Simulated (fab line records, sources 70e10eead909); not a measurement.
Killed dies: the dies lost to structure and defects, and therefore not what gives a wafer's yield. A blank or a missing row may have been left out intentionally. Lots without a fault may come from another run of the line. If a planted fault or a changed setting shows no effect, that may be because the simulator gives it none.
fab line records	flow nand_harc
record: lots: 5	wafers: 15	last_day: 33
route steps=1302 shown A_CHANNEL_HOLE_D1@486 A_CHANNEL_FILL_D1@490 A_DECK1_JOINT@518 END@1301
lots with no fault: from the same line, run without faults
start_h: the number of hours between the record's first day and the start of the first shown wafer of the lot	wait_h: hours elapsed since this lot's preceding step	" the same as in the row above	L1.1+2: one row covering several wafers at once	- no value, or no start was given	* or withheld: withheld	< > ~ a bound
route shown NAME@n: NAME is a module with steps in the file, n the number in the route of the first one	usual: mean/standard deviation of fault-free wafers	same: alike in all rows	chamber/n: place in a boat	sites: per-site readings	_std_site: the standard deviation of these	_edge_site: outer sites' mean less inner sites'	radius_mm: for every site, how far away it sits from the centre of the wafer	mask NAME#n: copy n	behind: the most recent tool/chamber to have shaped the wafer	hold: reason for holding the lot/hours on hold/outcome of the hold	device: the n, p or np transistor that did not switch	end of line: tests of these same wafers at the route's end	step lacking rows: just its recipe	killed: dies lost to structure and defects at the first sort, not the wafer's yield	map: the dies of a wafer, with x for killed, . for not killed, _ for no die there
set.NAME: the setting that was run; set.NAME@STEP: the one run at that earlier step	model.NAME: the simulator's own value behind a step, which no gauge read
lots at selected steps of the route; one table per step, one row per wafer
services: a tool's chamber out of use, with start hour (start_h, from the record's first day; less than 0 if before it), hours out, and reason
== steps ==
step: NHARC_A_CHANNEL_HOLE_D1_SRD_29
step: NHARC_A_CHANNEL_HOLE_D1_CD_MEAS_30
usual: cd_nm: 89.6/1.2
lot.wafer	tool	chamber	start_h	wait_h	cd_nm
L977.1	cd_sem-01	-	209.50	-	88.7
L977.2	"	-	"	"	88.9
L977.3	"	-	"	"	88.0
L983.2	cd_sem-02	-	281.68	-	89.8
L983.3	"	-	"	"	89.8
L983.6	"	-	"	"	89.4
L985.1	cd_sem-01	-	286.70	-	90.6
L985.3	"	-	"	"	90.4
L985.4	"	-	"	"	90.7
L986.3	cd_sem-03	-	302.23	-	89.9
L986.5	"	-	"	"	88.8
L986.6	"	-	"	"	87.9
L994.1	cd_sem-01	-	393.01	-	90.1
L994.5	"	-	"	"	86.8
L994.6	"	-	"	"	90.4
step: NHARC_A_CHANNEL_HOLE_D1_XSEM_31
recipe: landing_energy_ev: 35000
step: NHARC_A_CHANNEL_HOLE_D1_INSPECT_40
usual: raw_defect_count: 73/25
lot.wafer	tool	chamber	start_h	wait_h	raw_defect_count
L977.1	defect_inspect-01	-	209.69	-	102
L977.2	"	-	"	"	104
L977.3	"	-	"	"	75
L983.2	defect_inspect-02	-	281.87	-	93
L983.3	"	-	"	"	107
L983.6	"	-	"	"	93
L985.1	defect_inspect-01	-	286.89	-	53
L985.3	"	-	"	"	65
L985.4	"	-	"	"	43
L986.3	defect_inspect-01	-	302.42	-	105
L986.5	"	-	"	"	95
L986.6	"	-	"	"	84
L994.1	defect_inspect-01	-	393.20	-	64
L994.5	"	-	"	"	76
L994.6	"	-	"	"	63
step: NHARC_A_CHANNEL_FILL_D1_PRECLEAN_00
recipe: time_s: *	temp_c: 50	bath_age_min: 0	chemistry: SC1
step: NHARC_A_CHANNEL_FILL_D1_SRD_01
step: NHARC_A_CHANNEL_FILL_D1_ALD_02
recipe: target_thk_a: 60	pulse_time_s: 10	ald_cycles: 60	temp_c: 300	material: SiO2
usual: heater_power_w: 470/39	precursor_pulse_height_rel: 0.997/0.02
same: pulse_time_s: 10
lot.wafer	tool	chamber	start_h	wait_h	heater_power_w	precursor_pulse_height_rel
L977.3	ald_hk-01	2	209.89	-	474	1.005
L977.1	"	3	"	"	489	1.004
L977.2	"	0	"	"	510	1.023
L983.2	ald_hk-04	0	282.14	-	417	0.967
L983.3	"	1	"	"	468	0.991
L983.6	"	0	"	"	417	1.003
L985.1	ald_hk-01	0	287.16	-	517	0.997
L985.4	"	1	"	"	476	0.973
L985.3	"	2	"	"	469	0.994
L986.3	ald_hk-02	3	302.76	-	543	1.003
L986.5	"	1	"	"	433	1.016
L986.6	"	2	"	"	535	1.007
L994.1	ald_hk-02	0	393.61	-	392	0.998
L994.5	"	1	"	"	443	1.012
L994.6	"	2	"	"	529	0.985
step: NHARC_A_CHANNEL_FILL_D1_ALD_03
recipe: target_thk_a: 60	pulse_time_s: 60	ald_cycles: 58	temp_c: 630	pressure_torr: 2	material: SiNx
usual: precursor_pulse_height_rel: 1.000/0.02
same: pulse_time_s: 60
lot.wafer	tool	chamber	start_h	wait_h	precursor_pulse_height_rel
L977.1	ald_sin_batch-02	0	-	-	1.032
L977.2	"	0	"	"	1.039
L977.3	"	0	"	"	1.026
L983.2	ald_sin_batch-01	0	-	-	1.000
L983.3	"	0	"	"	1.012
L983.6	"	0	"	"	1.011
L985.1	ald_sin_batch-03	0	-	-	0.985
L985.3	"	0	"	"	1.006
L985.4	"	0	"	"	1.005
L986.3	ald_sin_batch-02	0	-	-	0.991
L986.5	"	0	"	"	1.007
L986.6	"	0	"	"	1.027
L994.1	ald_sin_batch-02	0	-	-	1.008
L994.5	"	0	"	"	0.977
L994.6	"	0	"	"	1.007
step: NHARC_A_CHANNEL_FILL_D1_ALD_14
recipe: target_thk_a: 25	pulse_time_s: 10	ald_cycles: 25	temp_c: 300	material: SiO2
step: NHARC_A_CHANNEL_FILL_D1_ALD_15
recipe: target_thk_a: 20	pulse_time_s: 60	ald_cycles: 19	temp_c: 630	pressure_torr: 2	material: SiNx
usual: precursor_pulse_height_rel: 0.997/0.019
same: pulse_time_s: 60
lot.wafer	tool	chamber	start_h	wait_h	precursor_pulse_height_rel
L977.1	ald_sin_batch-01	0	-	-	1.015
L977.2	"	0	"	"	0.978
L977.3	"	0	"	"	1.004
L983.2	ald_sin_batch-01	0	-	-	0.990
L983.3	"	0	"	"	0.995
L983.6	"	0	"	"	0.996
L985.1	ald_sin_batch-02	0	-	-	0.991
L985.3	"	0	"	"	1.009
L985.4	"	0	"	"	0.985
L986.3	ald_sin_batch-01	0	-	-	1.006
L986.5	"	0	"	"	1.011
L986.6	"	0	"	"	0.996
L994.1	ald_sin_batch-01	0	-	-	0.991
L994.5	"	0	"	"	0.950
L994.6	"	0	"	"	1.013
step: NHARC_A_CHANNEL_FILL_D1_ALD_16
recipe: target_thk_a: 15	pulse_time_s: 10	ald_cycles: 15	temp_c: 300	material: SiO2
step: NHARC_A_CHANNEL_FILL_D1_ANNEAL_17
recipe: temp_c: 850	time_s: 1800
step: NHARC_A_CHANNEL_FILL_D1_CVD_18
recipe: target_thk_a: 30	temp_c: 550	material: poly-Si
usual: spike_tc_bottom_C: 572.0/2.3	spike_tc_centre_C: 550.8/1.1	spike_tc_lower_C: 550.4/1.3	spike_tc_upper_C: 549.8/1.5	tube_center_temp_C: 550/0.046
lot.wafer	tool	chamber	start_h	wait_h	spike_tc_bottom_C	spike_tc_centre_C	spike_tc_lower_C	spike_tc_upper_C	tube_center_temp_C
L977.1	lpcvd_poly-03	0	229.34	-	571.9	552.4	551.9	551.2	549.93
L977.2	"	0	"	"	571.6	551.1	551.5	552.0	550.02
L977.3	"	0	"	"	571.1	552.5	553.0	550.5	549.97
L983.2	lpcvd_poly-03	0	304.29	-	571.9	551.1	551.8	552.4	549.89
L983.3	"	0	"	"	568.9	550.7	552.0	548.4	550
L983.6	"	0	"	"	571.0	550.7	550.7	549.0	550.01
L985.1	lpcvd_poly-03	0	308.13	-	571.6	551.9	550.9	550.2	549.99
L985.3	"	0	"	"	570.0	552.3	551.3	552.0	550.06
L985.4	"	0	"	"	571.3	549.0	549.7	549.7	549.98
L986.3	lpcvd_poly-01	0	328.29	-	586.2	564.9	564.8	565.6	565.68
L986.5	"	0	"	"	584.7	564.2	566.1	564.4	565.74
L986.6	"	0	"	"	585.9	566.3	564.9	565.4	565.64
L994.1	lpcvd_poly-01	0	415.54	-	571.8	550.2	552.2	549.0	549.99
L994.5	"	0	"	"	570.2	550.0	550.6	548.4	550.02
L994.6	"	0	"	"	568.3	550.7	551.6	547.4	550.03
step: NHARC_A_CHANNEL_FILL_D1_ETCHBACK_19
recipe: target_depth_a: 50	time_s: 1.7	hbr_flow_sccm: 150	cl2_flow_sccm: 50	rf_w: 400	icp_w: 400	bias_w: 100	chemistry: HBr/Cl2
step: NHARC_A_CHANNEL_FILL_D1_ETCHBACK_20
recipe: target_depth_a: 270	time_s: 13.5	c4f8_flow_sccm: withheld	o2_flow_sccm: 8	ar_flow_sccm: withheld	rf_w: 600	bias_w: 1500	chemistry: C4F8/O2/Ar
step: NHARC_A_CHANNEL_FILL_D1_STRIP_28
recipe: time_s: 20	o2_flow_sccm: 500	ar_flow_sccm: 0	bias_w: 0	chemistry: O2
step: NHARC_A_CHANNEL_FILL_D1_PRECLEAN_21
recipe: time_s: 30	chemistry: dHF
step: NHARC_A_CHANNEL_FILL_D1_SRD_23
step: NHARC_A_CHANNEL_FILL_D1_CVD_05
recipe: target_thk_a: 50	temp_c: 550	material: poly-Si
usual: spike_tc_bottom_C: 572.2/2.4	spike_tc_centre_C: 550.6/1.1	spike_tc_lower_C: 550.3/1.4	spike_tc_upper_C: 550.0/1.3	tube_center_temp_C: 550/0.056
lot.wafer	tool	chamber	start_h	wait_h	spike_tc_bottom_C	spike_tc_centre_C	spike_tc_lower_C	spike_tc_upper_C	tube_center_temp_C
L977.1	lpcvd_poly-03	0	234.04	2.3	571.2	552.4	551.1	550.6	550.01
L977.2	"	0	"	"	570.2	551.2	550.4	551.4	550
L977.3	"	0	"	"	570.6	550.3	552.5	550.7	549.9
L983.2	lpcvd_poly-04	0	309.02	2.3	576.6	551.2	548.4	548.0	550.1
L983.3	"	0	"	"	575.8	550.7	548.7	549.9	550
L983.6	"	0	"	"	574.2	550.2	549.3	547.9	550.03
L985.1	lpcvd_poly-03	0	312.80	2.3	572.3	550.5	553.3	552.0	550.08
L985.3	"	0	"	"	572.0	550.3	550.9	550.7	549.98
L985.4	"	0	"	"	570.3	551.1	552.0	552.0	550.03
L986.3	lpcvd_poly-01	0	333.15	2.4	586.3	565.2	565.0	565.5	565.61
L986.5	"	0	"	"	586.2	563.3	566.4	564.1	565.6
L986.6	"	0	"	"	584.3	565.9	566.9	565.7	565.71
L994.1	lpcvd_poly-01	0	420.38	2.4	571.6	551.0	552.1	548.5	549.94
L994.5	"	0	"	"	571.4	548.8	548.8	549.6	550.04
L994.6	"	0	"	"	567.7	549.0	549.6	549.0	550.03
step: NHARC_A_CHANNEL_FILL_D1_ANNEAL_22
recipe: temp_c: 620	time_s: 7200
step: NHARC_A_CHANNEL_FILL_D1_ALD_25
recipe: target_thk_a: 600	pulse_time_s: 10	ald_cycles: 600	temp_c: 300	material: SiOx
usual: heater_power_w: 475/40	precursor_pulse_height_rel: 1.002/0.018
same: pulse_time_s: 10
lot.wafer	tool	chamber	start_h	wait_h	heater_power_w	precursor_pulse_height_rel
L977.1	ald_hk-04	2	244.04	0.1	499	1.005
L977.3	"	0	245.25	1.3	452	1.014
L977.2	"	1	"	"	469	1.001
L983.3	ald_hk-02	2	318.35	0.0	533	1.022
L983.2	"	3	"	"	541	1.000
L983.6	"	2	320.79	2.5	545	0.994
L985.1	ald_hk-04	1	323.85	1.9	469	1.002
L985.4	"	2	"	"	483	1.061
L985.3	"	0	325.68	3.7	418	1.000
L986.3	ald_hk-02	3	342.41	0.0	537	1.001
L986.6	"	3	344.85	2.5	545	1.018
L986.5	"	0	"	"	395	1.037
L994.1	ald_hk-04	0	432.34	1.9	407	0.982
L994.6	"	1	"	"	455	1.044
L994.5	"	2	"	"	476	0.995
step: NHARC_A_CHANNEL_FILL_D1_ETCHBACK_08
recipe: target_depth_a: 2200	time_s: 110	c4f8_flow_sccm: 20	ar_flow_sccm: withheld	rf_w: 600	bias_w: 300	chemistry: C4F8
step: NHARC_A_CHANNEL_FILL_D1_STRIP_29
recipe: time_s: 20	o2_flow_sccm: 500	ar_flow_sccm: 0	bias_w: 0	chemistry: O2
usual: drypump_motor_current_A: 5.7/0.58	oes_product_au: 1.002/0.0086	rf_vpp_V: 57.9/0.88	showerhead_plenum_p_Torr: 3.53/0.12	throttle_valve_pct: 17.037/0.01
lot.wafer	tool	chamber	start_h	wait_h	drypump_motor_current_A	oes_product_au	rf_hours_counter_h	rf_vpp_V	showerhead_plenum_p_Torr	throttle_valve_pct
L977.2	rie_diel-09	1	-	-	6.3	0.999	4.5	59.1	3.74	17.037
L977.3	"	2	"	"	5.3	1.004	4.3	57.0	3.68	17.046
L977.1	"	3	"	"	4.9	1.001	3.1	58.7	3.48	17.039
L983.2	rie_diel-12	3	324.04	0.1	6.5	1.007	3.5	57.6	3.56	17.038
L983.3	"	0	"	"	5.1	1.002	3.2	58.8	3.64	17.042
L983.6	"	1	"	"	6.2	1.001	-	57.2	3.50	17.034
L985.1	rie_diel-04	0	-	-	5.5	1.008	9.2	58.3	3.49	17.044
L985.3	"	1	"	"	5.3	0.991	8.8	58.1	3.44	17.041
L985.4	"	2	"	"	6.6	0.996	9.4	57.6	3.31	17.038
L986.3	rie_diel-04	3	-	-	5.1	1.012	11.1	57.9	3.64	17.061
L986.6	"	2	"	"	6.6	0.994	-	56.6	3.31	17.029
L986.5	"	3	"	"	5.1	1.005	-	58.9	3.64	17.039
L994.1	rie_diel-04	0	-	-	5.5	0.997	2.6	57.8	3.49	17.033
L994.5	"	0	"	"	5.5	0.986	-	56.1	3.49	17.009
L994.6	"	1	"	"	5.3	1.005	-	58.6	3.43	17.037
step: NHARC_A_CHANNEL_FILL_D1_PRECLEAN_30
recipe: time_s: 30	chemistry: dHF
step: NHARC_A_CHANNEL_FILL_D1_SRD_31
step: NHARC_A_CHANNEL_FILL_D1_CVD_09
recipe: target_thk_a: 1500	temp_c: 620	pressure_mtorr: 200	time_s: 3000	material: poly-Si
step: NHARC_A_CHANNEL_FILL_D1_CMP_10
recipe: target_thk_nm: 150
step: NHARC_A_CHANNEL_FILL_D1_SRD_12
step: NHARC_A_CHANNEL_FILL_D1_INSPECT_13
usual: raw_defect_count: 328/110
lot.wafer	tool	chamber	start_h	wait_h	raw_defect_count
L977.1	defect_inspect-01	-	255.65	0.0	215
L977.2	"	-	"	"	289
L977.3	"	-	"	"	254
L983.2	defect_inspect-02	-	330.12	0.0	215
L983.3	"	-	"	"	377
L983.6	"	-	"	"	460
L985.1	defect_inspect-02	-	334.62	0.0	414
L985.3	"	-	"	"	353
L985.4	"	-	"	"	302
L986.3	defect_inspect-02	-	354.25	0.0	284
L986.5	"	-	"	"	564
L986.6	"	-	"	"	253
L994.1	defect_inspect-02	-	442.22	0.0	394
L994.5	"	-	"	"	287
L994.6	"	-	"	"	508
step: NHARC_A_DECK1_JOINT_ETCHBACK_07
recipe: target_depth_a: 1050	time_s: 26.9	hbr_flow_sccm: 150	rf_w: 350	icp_w: 350	bias_w: 60	chemistry: HBr
step: NHARC_A_DECK1_JOINT_ETCH_25
recipe: target_depth_a: 5	chemistry: dHF	material: SiO2
step: NHARC_A_DECK1_JOINT_ETCH_19
recipe: temp_c: 25	target_depth_a: 30	chemistry: TMAH	material: poly-Si
step: NHARC_A_DECK1_JOINT_ETCH_18
recipe: target_depth_a: 30	chemistry: dHF	material: SiO2
step: NHARC_A_DECK1_JOINT_WET_08
recipe: temp_c: 160	time_s: 86	chemistry: H3PO4
step: NHARC_A_DECK1_JOINT_ETCH_09
recipe: target_depth_a: 50	chemistry: dHF	material: SiO2
step: NHARC_A_DECK1_JOINT_WET_10
recipe: temp_c: 160	time_s: 86	chemistry: H3PO4
step: NHARC_A_DECK1_JOINT_ETCH_11
recipe: target_depth_a: 350	chemistry: dHF	material: SiO2
step: NHARC_A_DECK1_JOINT_CVD_12
recipe: target_thk_a: 900	temp_c: 620	pressure_mtorr: 200	time_s: 1800	material: poly-Si
step: NHARC_A_DECK1_JOINT_CMP_13
recipe: target_thk_nm: 51.023
step: NHARC_END_WLT_00
usual: VT_DECK1_BOTTOM: 0.869/0.0064	VT_DECK1_BOTTOM_INNER: 0.869/0.0066	VT_DECK1_MEDIAN_NEAR_BOTTOM: 0.870/0.0065	VT_DECK1_MEDIAN_NEAR_BOTTOM_INNER: 0.870/0.0072	VT_DECK1_MIDDLE: 0.883/0.0057	VT_DECK1_MIDDLE_INNER: 0.883/0.0059	VT_DECK1_TOP: 0.895/0.0059	VT_DECK1_TOP_INNER: 0.895/0.0059	VT_DECK2_BOTTOM: 0.870/0.0079	VT_DECK2_BOTTOM_INNER: 0.868/0.0078	VT_DECK2_MEDIAN_NEAR_BOTTOM: 0.870/0.0082	VT_DECK2_MEDIAN_NEAR_BOTTOM_INNER: 0.870/0.0083	VT_DECK2_MIDDLE: 0.882/0.0072	VT_DECK2_MIDDLE_INNER: 0.883/0.0068	VT_DECK2_TOP: 0.894/0.0082	VT_DECK2_TOP_INNER: 0.893/0.0077
lot.wafer	tool	chamber	start_h	wait_h	VT_DECK1_BOTTOM	VT_DECK1_BOTTOM_INNER	VT_DECK1_MEDIAN_NEAR_BOTTOM	VT_DECK1_MEDIAN_NEAR_BOTTOM_INNER	VT_DECK1_MIDDLE	VT_DECK1_MIDDLE_INNER	VT_DECK1_TOP	VT_DECK1_TOP_INNER	VT_DECK2_BOTTOM	VT_DECK2_BOTTOM_INNER	VT_DECK2_MEDIAN_NEAR_BOTTOM	VT_DECK2_MEDIAN_NEAR_BOTTOM_INNER	VT_DECK2_MIDDLE	VT_DECK2_MIDDLE_INNER	VT_DECK2_TOP	VT_DECK2_TOP_INNER
L977.1	prober-01	-	573.87	0.0	0.863	0.867	0.872	0.865	0.875	0.883	0.889	0.887	0.861	0.866	0.858	0.855	0.876	0.882	0.891	0.893
L977.2	"	-	"	"	0.865	0.860	0.867	0.867	0.875	0.883	0.893	0.890	0.864	0.862	0.864	0.860	0.886	0.868	0.887	0.885
L977.3	"	-	"	"	0.866	0.863	0.868	0.869	0.873	0.872	0.895	0.897	0.869	0.862	0.864	0.868	0.874	0.879	0.891	0.881
L983.2	prober-02	-	663.22	3.7	0.867	0.868	0.875	0.872	0.887	0.888	0.894	0.902	0.869	0.865	0.874	0.867	0.880	0.880	0.893	0.890
L983.3	"	-	"	"	0.867	0.871	0.873	0.872	0.889	0.881	0.906	0.898	0.872	0.869	0.872	0.874	0.879	0.880	0.891	0.898
L983.6	"	-	665.22	5.7	0.867	0.868	0.876	0.868	0.883	0.882	0.900	0.901	0.863	0.866	0.863	0.866	0.880	0.878	0.889	0.892
L985.1	prober-01	-	671.56	0.0	0.872	0.877	0.878	0.871	0.880	0.890	0.896	0.902	0.860	0.858	0.867	0.867	0.880	0.882	0.888	0.896
L985.3	"	-	672.56	1.0	0.876	0.873	0.875	0.877	0.884	0.881	0.903	0.898	0.862	0.860	0.862	0.865	0.876	0.874	0.891	0.886
L985.4	"	-	"	"	0.873	0.877	0.873	0.874	0.881	0.883	0.898	0.908	0.870	0.864	0.869	0.872	0.877	0.879	0.890	0.888
L986.3	prober-02	-	684.15	1.1	1.012	1.013	1.005	1.011	1.023	1.034	1.053	1.057	0.882	0.873	0.877	0.875	0.891	0.880	0.888	0.892
L986.5	"	-	685.16	2.1	1.003	1.003	0.999	1.005	1.035	1.024	1.044	1.054	0.881	0.876	0.871	0.879	0.882	0.895	0.896	0.895
L986.6	"	-	"	"	0.992	0.993	0.995	1.003	1.021	1.033	1.053	1.053	0.883	0.879	0.877	0.875	0.893	0.888	0.895	0.905
L994.1	prober-01	-	776.02	0.0	0.873	0.866	0.868	0.876	0.889	0.886	0.903	0.902	0.885	0.876	0.886	0.875	0.897	0.891	0.905	0.915
L994.5	"	-	778.01	2.0	0.862	0.864	0.858	0.859	0.873	0.886	0.897	0.902	0.885	0.890	0.874	0.884	0.902	0.889	0.905	0.904
L994.6	"	-	"	"	0.878	0.867	0.874	0.873	0.880	0.894	0.905	0.893	0.882	0.885	0.894	0.883	0.893	0.897	0.905	0.910
step: NHARC_END_SORT_01
recipe: temp_c: 25
usual: killed_at_array: 64/18	killed_at_other: 0.8/1.1	killed_at_periphery: 3.8/2.7	killed_dies: 68/18	killed_open: 3.3/1.9	killed_short: 2.3/1.8
same: gross_dies: 677
lot.wafer	tool	chamber	start_h	wait_h	killed_at_array	killed_at_other	killed_at_periphery	killed_dies	killed_open	killed_short
L977.1	prober-01	0	576.87	2.5	85	0	3	88	8	1
L977.2	prober-01	0	577.68	2.8	80	0	2	82	6	2
L977.3	prober-01	0	578.48	3.1	66	0	5	71	1	1
L983.2	prober-02	0	666.50	2.8	79	2	0	81	3	1
L983.3	prober-02	0	667.29	3.1	79	0	6	85	4	1
L983.6	prober-02	0	669.64	3.9	80	2	2	84	2	5
L985.1	prober-01	0	674.57	2.5	62	0	4	66	5	4
L985.3	prober-01	0	676.15	3.1	50	0	1	51	2	1
L985.4	prober-01	0	676.95	3.4	54	0	5	59	3	3
L986.3	prober-02	0	687.78	3.1	43	1	2	46	5	3
L986.5	prober-02	0	689.39	3.7	45	0	0	45	3	2
L986.6	prober-02	0	690.19	4.0	47	1	8	56	2	7
L994.1	prober-01	0	779.01	2.5	51	0	8	59	3	2
L994.5	prober-01	0	782.22	3.7	58	2	5	65	9	1
L994.6	prober-01	0	783.02	4.0	61	2	6	69	5	0
killed by level:class
L977.1 A_CHANNEL_HOLE_D1:chamber_film_flake=31 A_SLIT:chamber_film_flake=28 A_SGD_CUT:chamber_film_flake=7 A_CHANNEL_HOLE_D2:chamber_film_flake=6 A_STAIRCASE:chamber_film_flake=5 A_ONON_D2:geometric_particle:open=2 P_M0:geometric_particle:open=1 A_CHANNEL_FILL_D1:geometric_particle:open=1
L977.2 A_CHANNEL_HOLE_D1:chamber_film_flake=34 A_SLIT:chamber_film_flake=20 A_CHANNEL_HOLE_D2:chamber_film_flake=9 A_SGD_CUT:chamber_film_flake=5 A_CHANNEL_FILL_D2:geometric_particle:open=3 A_CONTACT:chamber_film_flake=2 A_CHANNEL_HOLE_D1:geometric_particle:open=1 A_SGD_CUT:geometric_particle:short=1
L977.3 A_SLIT:chamber_film_flake=24 A_CHANNEL_HOLE_D1:chamber_film_flake=21 A_SGD_CUT:chamber_film_flake=7 A_CHANNEL_HOLE_D2:chamber_film_flake=6 P_M2:chamber_film_flake=4 A_WL_FILL:chamber_film_flake=3 A_STAIRCASE:chamber_film_flake=2 A_ONON_D2:geometric_particle:short=1
L983.2 A_SLIT:chamber_film_flake=32 A_CHANNEL_HOLE_D1:chamber_film_flake=30 A_CHANNEL_HOLE_D2:unspecified=5 A_CONTACT:chamber_film_flake=4 A_CHANNEL_FILL_D1:geometric_particle:open=2 A_CHANNEL_HOLE_D2:chamber_film_flake=2 A_WL_FILL:chamber_film_flake=2 A_SOURCE_PLATE:geometric_particle:short=1
L983.3 A_SLIT:chamber_film_flake=34 A_CHANNEL_HOLE_D1:chamber_film_flake=31 A_WL_FILL:chamber_film_flake=3 A_CONTACT:chamber_film_flake=3 P_CONTACT:geometric_particle:open=2 A_DECK1_JOINT:chamber_film_flake=2 A_CHANNEL_HOLE_D1:geometric_particle:open=1 A_ONON_D2:geometric_particle:short=1
L983.6 A_SLIT:chamber_film_flake=33 A_CHANNEL_HOLE_D1:chamber_film_flake=30 A_CHANNEL_HOLE_D2:unspecified=4 A_DECK1_JOINT:chamber_film_flake=3 A_ONON_D2:geometric_particle:short=2 A_WL_FILL:geometric_particle:short=2 THIN_TSV:chamber_film_flake=2 A_SOURCE_PLATE:geometric_particle:short=1
L985.1 A_SLIT:chamber_film_flake=29 A_CHANNEL_HOLE_D2:chamber_film_flake=16 A_CHANNEL_HOLE_D1:chamber_film_flake=5 A_BLC:chamber_film_flake=3 A_STAIRCASE:chamber_film_flake=2 P_GATE:geometric_particle:open=1 P_CONTACT:geometric_particle:short=1 A_ONON_D1:geometric_particle:open=1
L985.3 A_SLIT:chamber_film_flake=27 A_CHANNEL_HOLE_D2:chamber_film_flake=11 A_STAIRCASE:chamber_film_flake=4 A_CHANNEL_HOLE_D1:chamber_film_flake=2 A_CONTACT:chamber_film_flake=2 A_DECK1_JOINT:geometric_particle:open=1 A_DECK1_JOINT:geometric_particle:short=1 A_M0:geometric_particle:open=1
L985.4 A_SLIT:chamber_film_flake=27 A_CHANNEL_HOLE_D2:chamber_film_flake=12 A_CONTACT:chamber_film_flake=4 P_ZERO_WELL:chamber_film_flake=3 A_CHANNEL_HOLE_D1:chamber_film_flake=3 P_GATE:chamber_film_flake=2 A_CHANNEL_FILL_D1:geometric_particle:open=1 A_DECK1_JOINT:geometric_particle:open=1
L986.3 A_CHANNEL_HOLE_D1:chamber_film_flake=25 A_CHANNEL_FILL_D1:chamber_film_flake=4 A_WL_FILL:chamber_film_flake=3 A_CHANNEL_FILL_D2:geometric_particle:open=2 P_M1:geometric_particle:open=1 A_ONON_D1:geometric_particle:short=1 A_CHANNEL_FILL_D1:geometric_particle:open=1 A_CHANNEL_FILL_D2:geometric_particle:short=1
L986.5 A_CHANNEL_HOLE_D1:chamber_film_flake=31 A_WL_FILL:chamber_film_flake=4 A_CONTACT:chamber_film_flake=3 A_CHANNEL_FILL_D1:chamber_film_flake=2 A_CHANNEL_FILL_D1:geometric_particle:open=1 A_DECK1_JOINT:geometric_particle:open=1 A_ONON_D2:geometric_particle:short=1 A_WL_FILL:geometric_particle:short=1
L986.6 A_CHANNEL_HOLE_D1:chamber_film_flake=29 A_WL_FILL:chamber_film_flake=6 P_STI:chamber_film_flake=4 A_CHANNEL_FILL_D1:chamber_film_flake=3 A_SGD_CUT:geometric_particle:short=2 A_CHANNEL_FILL_D1:geometric_particle:short=2 P_CONTACT:geometric_particle:short=1 P_M1:geometric_particle:short=1
L994.1 A_SLIT:chamber_film_flake=27 A_CHANNEL_HOLE_D1:chamber_film_flake=11 A_CONTACT:chamber_film_flake=6 P_GATE:chamber_film_flake=3 P_BONDPAD:chamber_film_flake=3 A_CHANNEL_HOLE_D2:chamber_film_flake=2 P_M0:geometric_particle:open=1 A_SOURCE_PLATE:geometric_particle:open=1
L994.5 A_SLIT:chamber_film_flake=28 A_CHANNEL_HOLE_D1:chamber_film_flake=11 A_CONTACT:chamber_film_flake=9 A_CHANNEL_HOLE_D2:chamber_film_flake=2 A_STAIRCASE:chamber_film_flake=2 THIN_TSV:chamber_film_flake=2 P_CONTACT:geometric_particle:open=1 P_M0:geometric_particle:open=1
L994.6 A_SLIT:chamber_film_flake=31 A_CONTACT:chamber_film_flake=12 A_CHANNEL_HOLE_D1:chamber_film_flake=10 P_BONDPAD:chamber_film_flake=3 A_CHANNEL_HOLE_D2:chamber_film_flake=3 P_STI:chamber_film_flake=2 THIN_TSV:chamber_film_flake=2 P_M0:geometric_particle:open=1
== services ==
tool	chamber	start_h	hours	kind
rie_diel-04	0	205.85	4.1	repair
ald_sin_batch-01	-	209.06	5.9	repair
rie_diel-09	-	219.84	3.3	repair
rie_diel-09	3	232.31	15.8	repair
rie_diel-04	1	232.36	3.3	repair
rie_diel-09	0	240.68	4.2	repair
lpcvd_poly-01	-	242.86	4.4	repair
ald_hk-04	-	254.00	10.0	pm
rie_diel-12	2	254.69	1.7	repair
ald_sin_batch-02	-	266.00	26.0	pm
rie_diel-12	-	268.40	9.0	pm
ald_hk-01	-	299.21	10.0	pm
rie_diel-09	3	301.95	3.1	repair
rie_diel-04	-	309.83	0.2	repair
rie_diel-09	-	316.00	0.7	repair
rie_diel-12	2	318.46	9.1	repair
rie_diel-09	-	320.10	9.0	pm
rie_diel-09	3	329.33	16.3	repair
ald_hk-02	-	348.39	10.0	pm
rie_diel-04	-	354.90	9.0	pm
ald_hk-01	-	375.13	0.6	repair
lpcvd_poly-03	-	393.21	26.0	pm
rie_diel-12	3	398.89	1.8	repair
ald_hk-02	-	409.26	2.3	repair
== key ==
first_sign: step: NHARC_A_CHANNEL_FILL_D1_CVD_18	reading: tube_center_temp_C	direction: up	sigmas: 99+	usual: *	struck: *
effect: step: NHARC_A_CHANNEL_FILL_D1_CVD_18	reading: spike_tc_centre_C	direction: up	sigmas: 13	usual: 550.8	struck: 565.1
effect: step: NHARC_A_CHANNEL_FILL_D1_CVD_05	reading: tube_center_temp_C	direction: up	sigmas: 99+	usual: *	struck: *
effect: step: NHARC_END_WLT_00	reading: VT_DECK1_TOP_INNER	direction: up	sigmas: 27	usual: 0.895	struck: 1.054
met_at NHARC_A_CHANNEL_FILL_D1_CVD_18,NHARC_A_CHANNEL_FILL_D1_CVD_05
struck_wafers L986.3,L986.5,L986.6
tester_left_out L986
fault: kind: process_parameter_drift	tool: lpcvd_poly-01	chamber: -	onset_h: 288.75	steps: NHARC_P_GATE_CVD_17,NHARC_A_SOURCE_PLATE_CVD_03,NHARC_A_CHANNEL_FILL_D1_CVD_18,NHARC_A_CHANNEL_FILL_D1_CVD_05,NHARC_A_CHANNEL_FILL_D1_CVD_09,NHARC_A_DECK1_JOINT_CVD_12,NHARC_A_CHANNEL_FILL_D2_CVD_18,NHARC_A_CHANNEL_FILL_D2_CVD_05,+2	channel: temp_c	offset: *	shape: step	end_h: 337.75
tester_left_out: of these lots the tester's yield and bins aren't shown, on N5 and GAA mostly nor the transistor test; their killed dies are dies lost to structure and defects alone, not to doping, threshold or leakage, so they don't give the yield
